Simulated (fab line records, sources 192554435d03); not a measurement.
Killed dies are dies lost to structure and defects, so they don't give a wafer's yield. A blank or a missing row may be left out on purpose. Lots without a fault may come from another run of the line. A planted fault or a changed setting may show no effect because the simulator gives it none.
fab line records | flow n5_finfet
record lots=7 wafers=39
route steps=1938 shown BEOL_M11@1578 BEOL_M13@1713 PASSIVATION@1929
start_h: hours from the record's first day to the start of the lot's first wafer shown | wait_h: hours since the lot's step before | " the same as in the row above | L1.1+2: a row that stands for several wafers | - no value, or no start given | * or withheld: withheld | < > ~ a bound
route shown NAME@n: a module of which the file shows steps, and the number in the route of the first | usual: mean/standard deviation of fault-free wafers | same: alike in all rows | chamber/n: place in a boat | sites: the reading at each site | _std_site: their standard deviation | _edge_site: outer sites' mean less inner sites' | radius_mm: how far each site lies from the wafer's centre | mask NAME#n: copy n | behind: the tool/chamber that last shaped the wafer | hold: why the lot was held/for how many hours/how that ended | device: the transistor (n, p or np) that didn't switch | end of line: the same wafers' tests at the end of the route | a step without rows: its recipe alone | killed: dies lost to structure and defects at the first sort, not the wafer's yield | map: a wafer's dies, x killed, . not, _ none there
set.NAME: the setting as run; set.NAME@STEP: as run at that earlier step | model.NAME: the simulator's own value behind a step, which no gauge read
lots whose settings were changed on purpose; a table a step, a row a wafer
## steps
# step N5_BEOL_M11_TRENCH_ETCH_37
# recipe chemistry=C4F6/O2 target_depth_a=1488.3 target=SiCOH_lowk time_s=48 ion_energy_ev=250 pressure_mtorr=30 source_w=345 bias_w=185 Ar_flow_sccm=300 C4F6_flow_sccm=10 O2_flow_sccm=10
# columns lot.wafer tool chamber start_h wait_h set.target_depth_a model.BEOL_M11.feature_depth_nm model.etch.depth_nm model.TiN_of_BEOL_M11_HM_DEP_02.thk_nm
L075.1 rie_diel-01 3 - - 995.4 100.2 100.2 17.2
L075.2 " 1 " " 1488.3 148.2 148.3 16
L075.3 " 2 " " 995.4 98.6 98.63 17.2
L075.4 " 0 " " 1488.3 151.4 151.5 15.6
L075.5 " 3 " " 1488.3 148.8 148.9 16.2
L075.6 " 2 " " 995.4 98.6 98.67 17.2
L076.1 rie_diel-03 2 - - 1488.3 145.6 145.6 15.8
L076.2 " 0 " " 1488.3 146.2 146.3 16
L076.3 " 1 " " 1197 119.4 119.4 16.2
L076.4 " 3 " " 1488.3 145.6 145.7 16
L076.5 " 0 " " 1197 117.8 117.7 16.6
L076.6 " 1 " " 1197 118.8 118.8 16.6
L077.1 rie_diel-06 2 - - 1488.3 149 149.1 15.8
L077.2 " 3 " " 2298 227.4 227.4 14
L077.3 " 0 " " 2298 233.2 233.2 13.8
L077.4 " 1 " " 1488.3 151.6 151.6 16
L077.5 " 0 " " 2298 233.8 233.7 13.8
L077.6 " 3 " " 1488.3 145.2 145.2 16.2
L078.1 rie_diel-03 1 - - 1488.3 148 148 15.6
L078.2 " 2 " " 1488.3 146.2 146.2 16
L078.3 " 0 " " 1488.3 146.6 146.6 15.8
L078.4 " 0 " " 2312 227.2 227.2 13.6
L078.5 " 1 " " 2312 229.8 229.7 13.2
L078.6 " 2 " " 2312 226.2 226.2 13.4
L080.1 rie_diel-06 2 - - 1488.3 147.6 147.6 16
L080.2 " 3 " " 1488.3 146 145.9 16.2
L080.3 " 0 " " 2213 224.4 224.4 13.8
L080.4 " 1 " " 2213 225 224.9 13.8
L080.5 " 2 " " 1488.3 147 147 16
L080.6 " 3 " " 2213 217 217.1 14
L088.2 rie_diel-06 0 - - 1488.3 151 151 15.4
L088.3 " 2 " " 1488.3 146 146.1 15.8
L088.5 " 1 " " 1488.3 150.2 150.3 15.6
L089.1 rie_diel-01 3 - - 762 75.4 75.4 17.8
L089.2 " 0 " " 1488.3 147.2 147.3 15.8
L089.3 " 2 " " 1488.3 147.2 147.1 15.6
L089.4 " 0 " " 762 75.4 75.45 17.8
L089.5 " 3 " " 762 75.2 75.14 17.8
L089.6 " 2 " " 1488.3 146.6 146.6 15.8
# step N5_BEOL_M11_ETCH_41
# recipe chemistry=CH3F/O2 target=SiCN target_depth_a=426 taper_deg=2 time_s=86 ion_energy_ev=120 mask_material=TiN pressure_mtorr=30 source_w=395 bias_w=75 Ar_flow_sccm=150 CH3F_flow_sccm=30 O2_flow_sccm=20
# step N5_BEOL_M11_STRIP_77
# recipe chemistry=N2/H2 time_s=10 power_w=450 temp_c=40 pressure_mtorr=20 rf_frequency_hz=6e+07 bias_power_w=7 n2_flow_sccm=200 h2_flow_sccm=200
# step N5_BEOL_M11_OCD_MEAS_38
# usual trench_depth_nm=148.8/2.2
# columns lot.wafer tool chamber start_h wait_h set.target_depth_a@BEOL_M11_TRENCH_ETCH_37 trench_depth_nm
L075.1 ocd-01 - 251.74 - 995.4 100.3
L075.2 " - " " 1488.3 147.8
L075.3 " - " " 995.4 98.6
L075.4 " - " " 1488.3 151.1
L075.5 " - " " 1488.3 148.7
L075.6 " - " " 995.4 98.2
L076.1 ocd-02 - 258.13 - 1488.3 145.6
L076.2 " - " " 1488.3 145.8
L076.3 " - " " 1197 119.1
L076.4 " - " " 1488.3 145.6
L076.5 " - " " 1197 117.5
L076.6 " - " " 1197 119.7
L077.1 ocd-01 - 274.48 - 1488.3 149.1
L077.2 " - " " 2298 227.1
L077.3 " - " " 2298 233.1
L077.4 " - " " 1488.3 151.2
L077.5 " - " " 2298 233.2
L077.6 " - " " 1488.3 144.5
L078.1 ocd-01 - 287.04 - 1488.3 148.2
L078.2 " - " " 1488.3 145.9
L078.3 " - " " 1488.3 146.5
L078.4 " - " " 2312 226.8
L078.5 " - " " 2312 229.6
L078.6 " - " " 2312 226.4
L080.1 ocd-01 - 296.17 - 1488.3 147.7
L080.2 " - " " 1488.3 145.7
L080.3 " - " " 2213 224.0
L080.4 " - " " 2213 224.9
L080.5 " - " " 1488.3 146.9
L080.6 " - " " 2213 217.4
L088.2 ocd-01 - 338.69 - 1488.3 151.4
L088.3 " - " " 1488.3 146.5
L088.5 " - " " 1488.3 150.3
L089.1 ocd-02 - 343.61 - 762 75.4
L089.2 " - " " 1488.3 147.0
L089.3 " - " " 1488.3 147.0
L089.4 " - " " 762 75.5
L089.5 " - " " 762 75.4
L089.6 " - " " 1488.3 147.0
# step N5_BEOL_M11_HM_STRIP_39
# recipe chemistry=peroxide_tin_strip material=TiN target_depth_a=250 temp_c=50 time_s=158
# step N5_BEOL_M11_SRD_40
# recipe time_s=30 temp_c=23 rinse_liquid=diw dry=ipa_marangoni
# step N5_BEOL_M11_ECD_50
# recipe material=Cu target_thk_a=3180
# step N5_BEOL_M11_ANNEAL_51
# recipe temp_c=225 time_s=90 ambient=N2
# step N5_BEOL_M11_CMP_52
# recipe stop_on=SiCOH_lowk t_overpolish_s=7 down_force_psi=1 platen_rpm=50 clearing_platen_down_force_psi=1.5 clearing_platen_rpm=50 post_cmp_clean=cu_alkaline target_thk_nm=140 clearing_platen_pad_velocity_m_s=0.99484 pad_velocity_m_s=0.99484
# columns lot.wafer tool chamber start_h wait_h set.target_depth_a@BEOL_M11_TRENCH_ETCH_37 model.Cu_of_BEOL_M11_ECD_50.thk_nm
L075.4 cmp-04 0 253.50 0.1 1488.3 141.8
L075.3 " 1 " " 995.4 89.8
L075.2 " 2 " " 1488.3 137.8
L075.1 " 3 " " 995.4 90.8
L075.6 " 0 " " 995.4 89.4
L075.5 " 1 " " 1488.3 140.4
L076.4 cmp-01 0 262.12 0.1 1488.3 136.8
L076.2+1 " 1,3 " " 1488.3 137.2
L076.3 " 2 " " 1197 111.2
L076.6 " 0 " " 1197 109.2
L076.5 " 1 " " 1197 108.6
L077.4 cmp-04 1 277.60 0.1 1488.3 141.6
L077.3 " 2 " " 2298 222.8
L077.2 " 3 " " 2298 217.6
L077.1 " 0 " " 1488.3 140.6
L077.5 " 1 " " 2298 225.2
L077.6 " 2 " " 1488.3 135.4
L078.1+3 cmp-02 2,0 289.01 0.3 1488.3 138.8
L078.2 " 3 " " 1488.3 138.6
L078.4 " 1 " " 2312 220.2
L078.6 " 2 " " 2312 217.4
L078.5 " 3 " " 2312 222.6
L080.4 cmp-04 3 298.36 0.1 2213 214.4
L080.3 " 0 " " 2213 215.4
L080.2 " 1 " " 1488.3 135.6
L080.1 " 2 " " 1488.3 137.2
L080.5 " 3 " " 1488.3 137.4
L080.6 " 0 " " 2213 207.8
L088.3 cmp-04 2 342.35 0.3 1488.3 137.4
L088.2 " 3 " " 1488.3 141.6
L088.5 " 1 " " 1488.3 142.8
L089.3 cmp-04 0 346.40 0.3 1488.3 139.4
L089.2 " 1 " " 1488.3 138.8
L089.1 " 2 " " 762 66.4
L089.4 " 3 " " 762 66
L089.6 " 0 " " 1488.3 137.8
L089.5 " 1 " " 762 67.2
# step N5_BEOL_M11_THK_MEAS_53
# recipe thk_meas_gauge=xrf reads=Cu_of_BEOL_M11_ECD_50
# usual M11_THK=139.3/2.6
# columns lot.wafer tool chamber start_h wait_h set.target_depth_a@BEOL_M11_TRENCH_ETCH_37 M11_THK[nm]
L075.1 film_metro-02 - 253.79 - 995.4 89.7
L075.2 " - " " 1488.3 136.6
L075.3 " - " " 995.4 89.4
L075.4 " - " " 1488.3 141.7
L075.5 " - " " 1488.3 139.3
L075.6 " - " " 995.4 89.1
L076.1 film_metro-01 - 262.41 - 1488.3 135.1
L076.2 " - " " 1488.3 134.9
L076.3 " - " " 1197 109.4
L076.4 " - " " 1488.3 134.0
L076.5 " - " " 1197 106.3
L076.6 " - " " 1197 107.1
L077.1 film_metro-02 - 277.89 - 1488.3 140.2
L077.2 " - " " 2298 217.2
L077.3 " - " " 2298 222.4
L077.4 " - " " 1488.3 141.3
L077.5 " - " " 2298 223.4
L077.6 " - " " 1488.3 135.7
L078.1 film_metro-01 - 289.31 - 1488.3 139.2
L078.2 " - " " 1488.3 138.1
L078.3 " - " " 1488.3 139.0
L078.4 " - " " 2312 220.5
L078.5 " - " " 2312 222.2
L078.6 " - " " 2312 217.3
L080.1 film_metro-01 - 298.65 - 1488.3 135.5
L080.2 " - " " 1488.3 133.8
L080.3 " - " " 2213 212.8
L080.4 " - " " 2213 212.0
L080.5 " - " " 1488.3 135.8
L080.6 " - " " 2213 205.2
L088.2 film_metro-01 - 342.57 - 1488.3 141.9
L088.3 " - " " 1488.3 136.7
L088.5 " - " " 1488.3 142.5
L089.1 film_metro-01 - 346.69 - 762 67.1
L089.2 " - " " 1488.3 139.6
L089.3 " - " " 1488.3 140.5
L089.4 " - " " 762 66.4
L089.5 " - " " 762 67.6
L089.6 " - " " 1488.3 138.3
# step N5_BEOL_M11_PRE_CLEAN_55
# recipe gas=NH3 time_s=15 temp_c=withheld rf_power_w=300
# step N5_BEOL_M11_DEP_56
# recipe material=SiCN target_thk_a=300 temp_c=withheld precursor=3MS/NH3 pressure_torr=3 rf_w=675 time_s=10.5
# step N5_BEOL_M11_RS_MEAS_57
# recipe thk_meas_gauge=four-point-probe reads=Cu_of_BEOL_M11_ECD_50+Co_of_BEOL_M11_CVD_75+TaN_of_BEOL_M11_ALD_74
# usual M11_RS=0.1509/0.0028
# columns lot.wafer tool chamber start_h wait_h set.target_depth_a@BEOL_M11_TRENCH_ETCH_37 M11_RS[ohm/sq]
L075.1 film_metro-02 - 253.92 0.0 995.4 0.2464
L075.2 " - " " 1488.3 0.1540
L075.3 " - " " 995.4 0.2494
L075.4 " - " " 1488.3 0.1487
L075.5 " - " " 1488.3 0.1503
L075.6 " - " " 995.4 0.2511
L076.1 film_metro-02 - 262.54 0.0 1488.3 0.1546
L076.2 " - " " 1488.3 0.1546
L076.3 " - " " 1197 0.1952
L076.4 " - " " 1488.3 0.1549
L076.5 " - " " 1197 0.2010
L076.6 " - " " 1197 0.1994
L077.1 film_metro-01 - 278.02 0.0 1488.3 0.1499
L077.2 " - " " 2298 0.0934
L077.3 " - " " 2298 0.0915
L077.4 " - " " 1488.3 0.1487
L077.5 " - " " 2298 0.0904
L077.6 " - " " 1488.3 0.1563
L078.1 film_metro-01 - 289.43 0.0 1488.3 0.1520
L078.2 " - " " 1488.3 0.1525
L078.3 " - " " 1488.3 0.1528
L078.4 " - " " 2312 0.0926
L078.5 " - " " 2312 0.0916
L078.6 " - " " 2312 0.0936
L080.1 film_metro-01 - 298.78 0.0 1488.3 0.1542
L080.2 " - " " 1488.3 0.1564
L080.3 " - " " 2213 0.0947
L080.4 " - " " 2213 0.0952
L080.5 " - " " 1488.3 0.1540
L080.6 " - " " 2213 0.0987
L088.2 film_metro-01 - 342.69 0.1 1488.3 0.1490
L088.3 " - " " 1488.3 0.1538
L088.5 " - " " 1488.3 0.1479
L089.1 film_metro-02 - 346.82 0.0 762 0.3569
L089.2 " - " " 1488.3 0.1530
L089.3 " - " " 1488.3 0.1522
L089.4 " - " " 762 0.3591
L089.5 " - " " 762 0.3515
L089.6 " - " " 1488.3 0.1539
# step N5_BEOL_M13_DEP_53
# recipe material=SiCN target_thk_a=500 temp_c=withheld precursor=3MS/NH3 pressure_torr=3 rf_w=675 time_s=17.8
# columns lot.wafer tool chamber start_h wait_h set.target_thk_a model.SiCN_of_BEOL_M13_DEP_53.thk_nm
L075.1+5 pecvd-02 2,1 264.01 0.0 500 49.2
L075.2 " 1 " " 500 49.4
L075.3 " 1 " " 500 50
L075.4 " 2 " " 500 50.2
L075.6 " 2 " " 500 49.8
L076.1+3 pecvd-01 0,1 272.55 0.0 500 49.4
L076.2 " 2 " " 500 49
L076.4 " 1 " " 500 50.6
L076.5 " 0 " " 500 49.6
L076.6 " 2 " " 500 50.8
L077.1+3 pecvd-03 1,0 295.12 0.0 500 49.6
L077.2 " 2 " " 500 49.8
L077.4 " 2 " " 500 50.6
L077.5+6 " 0,1 " " 500 50.4
L078.1 pecvd-01 2 298.36 0.0 500 50
L078.2 " 1 " " 500 50.6
L078.3 " 0 " " 606.1 60.6
L078.4 " 0 " " 606.1 61.4
L078.5 " 2 " " 606.1 61.2
L078.6 " 1 " " 500 50.8
L080.1 pecvd-01 2 309.57 0.0 500 49.6
L080.2 " 1 " " 224.3 21.8
L080.3 " 0 " " 224.3 21.4
L080.4 " 0 " " 500 50
L080.5 " 2 " " 224.3 22.2
L080.6 " 1 " " 500 49.8
L088.2 pecvd-03 2 354.42 0.0 500 49.4
L088.3 " 0 " " 500 49
L088.5 " 0 " " 500 48.8
L089.1 pecvd-02 0 362.30 0.0 500 50
L089.2 " 1 " " 741.9 73.6
L089.3+4 " 2 " " 500 50.6
L089.5 " 0 " " 741.9 74.8
L089.6 " 1 " " 741.9 75
# step N5_PASSIVATION_PASS_ETCH_47
# recipe chemistry=CF4/O2 target=SiNx target_depth_a=7700 time_s=385 ion_energy_ev=100 pressure_mtorr=40 source_w=535 bias_w=49 Ar_flow_sccm=100 cf4_flow_sccm=100 O2_flow_sccm=10
# columns lot.wafer tool chamber start_h wait_h set.time_s model.etch.depth_nm
L075.1 rie_diel-02 2 289.07 0.0 165.5 335.1
L075.2 " 0 " " 385 784.2
L075.3 " 1 " " 385 762.5
L075.4 " 3 " " 385 753.4
L075.5 " 2 " " 165.5 339.1
L075.6 " 1 " " 165.5 330.7
L076.1 rie_diel-05 3 299.45 0.0 385 789.1
L076.2+3 " 2,0 " " 531.1 1068
L076.4 " 1 " " 385 766
L076.5 " 1 " " 531.1 1056
L076.6 " 0 " " 385 776.7
L077.1 rie_diel-04 3 321.21 0.0 296.8 596.2
L077.2 " 2 " " 296.8 590.3
L077.3 " 1 " " 385 783.3
L077.4 " 0 " " 385 781.9
L077.5 " 1 " " 385 788.2
L077.6 " 0 " " 296.8 604.3
L078.1 rie_diel-02 0 324.87 0.0 311.9 634.8
L078.2 " 1 " " 311.9 615.8
L078.3 " 2 " " 385 780.1
L078.4 " 1 " " 385 759
L078.5 " 2 " " 311.9 637.5
L078.6 " 0 " " 385 784
L080.1 rie_diel-02 2 332.28 0.0 385 783.6
L080.2 " 0 " " 165 333.7
L080.3 " 1 " " 385 760.5
L080.4 " 3 " " 385 754.8
L080.5 " 3 " " 165 324.8
L080.6 " 2 " " 165 338
L088.2 rie_diel-05 2 381.02 0.0 385 772.5
L088.3 " 1 " " 385 760.8
L088.5 " 2 " " 385 774.4
L089.1 rie_diel-05 2 387.33 0.0 385 766.4
L089.2 " 3 " " 385 777.3
L089.3 " 0 " " 198.8 394.7
L089.4 " 1 " " 385 757.7
L089.5 " 1 " " 198.8 390.8
L089.6 " 0 " " 198.8 391.4
## key
split step=N5_BEOL_M11_TRENCH_ETCH_37 setting=target_depth_a stated=1488.3 by=wafer
response step=N5_BEOL_M11_TRENCH_ETCH_37 reading=model.BEOL_M11.feature_depth_nm change=+1.5 per=1% r=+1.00
response step=N5_BEOL_M11_TRENCH_ETCH_37 reading=model.etch.depth_nm change=+1.5 per=1% r=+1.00
response step=N5_BEOL_M11_TRENCH_ETCH_37 reading=model.TiN_of_BEOL_M11_HM_DEP_02.thk_nm change=-0.0416 per=1% r=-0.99
response step=N5_BEOL_M11_OCD_MEAS_38 reading=trench_depth_nm change=+1.5 per=1% r=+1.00
response step=N5_BEOL_M11_CMP_52 reading=model.Cu_of_BEOL_M11_ECD_50.thk_nm change=+1.5 per=1% r=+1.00
response step=N5_BEOL_M11_THK_MEAS_53 reading=M11_THK change=+1.49 per=1% r=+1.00
response step=N5_BEOL_M11_RS_MEAS_57 reading=M11_RS shape=bent at_lowest=0.3558 at_stated=0.1525 at_highest=0.0926
split step=N5_BEOL_M13_DEP_53 setting=target_thk_a stated=500 by=wafer
response step=N5_BEOL_M13_DEP_53 reading=model.SiCN_of_BEOL_M13_DEP_53.thk_nm change=+0.503 per=1% r=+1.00
split step=N5_PASSIVATION_PASS_ETCH_47 setting=time_s stated=385 by=wafer
response step=N5_PASSIVATION_PASS_ETCH_47 reading=model.etch.depth_nm change=+7.65 per=1% r=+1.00
